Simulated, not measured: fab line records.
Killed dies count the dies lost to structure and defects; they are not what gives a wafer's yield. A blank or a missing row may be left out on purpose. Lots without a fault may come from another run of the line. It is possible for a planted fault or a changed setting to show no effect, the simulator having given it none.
Chamber matching -- flow n5_finfet -- 4 sister chambers for N5_GATE_CUT_STRIP_59 on rie_diel-01
The step strips in N2/H2, time 20 s. 7 wafers are shown with their chamber, then 7 later ones without.

WAFERS PAIRED WITH THEIR CHAMBERS
wafer,chamber,drypump_motor_current_A (A),showerhead_plenum_p_Torr (Torr)
L079.3,0,5.8,3.44
L081.3,1,5.9,3.56
L081.4,2,5.7,3.51
L082.1,2,5.7,3.51
L082.5,3,6.3,3.36
L084.1,1,5.9,3.55
L084.2,3,6.4,3.36

WAFERS WITHOUT THEIR CHAMBER
wafer,drypump_motor_current_A (A),showerhead_plenum_p_Torr (Torr)
L084.4,5.8,3.43
L089.1,5.8,3.43
L089.2,5.9,3.55
L089.6,5.9,3.55
L090.1,5.7,3.50
L090.4,5.8,3.43
L090.5,6.3,3.35

THE CHAMBER EACH PASSED THROUGH
wafer,from the rows above,in truth
L084.4,0,0
L089.1,0,0
L089.2,1,1
L089.6,1,1
L090.1,2,2
L090.4,0,0
L090.5,3,3
Correctly placed: 7 of 7. From these rows, 0 cannot be placed. Placed wrongly: 0.
How it was worked out, from the rows above alone: a wafer's distance from a chamber is the root of the sum, over the readings, of the square of ((its reading less the chamber's mean) divided by the reading's scatter). The wafer belongs to the nearest chamber; if the next one is less than 2 further off, it can't be placed. The mean given for a chamber averages the wafers shown for that chamber. The scatter: the root of (the sum of the squares of (reading less its chamber's mean) over the shown wafers, divided by (wafers less chambers)).
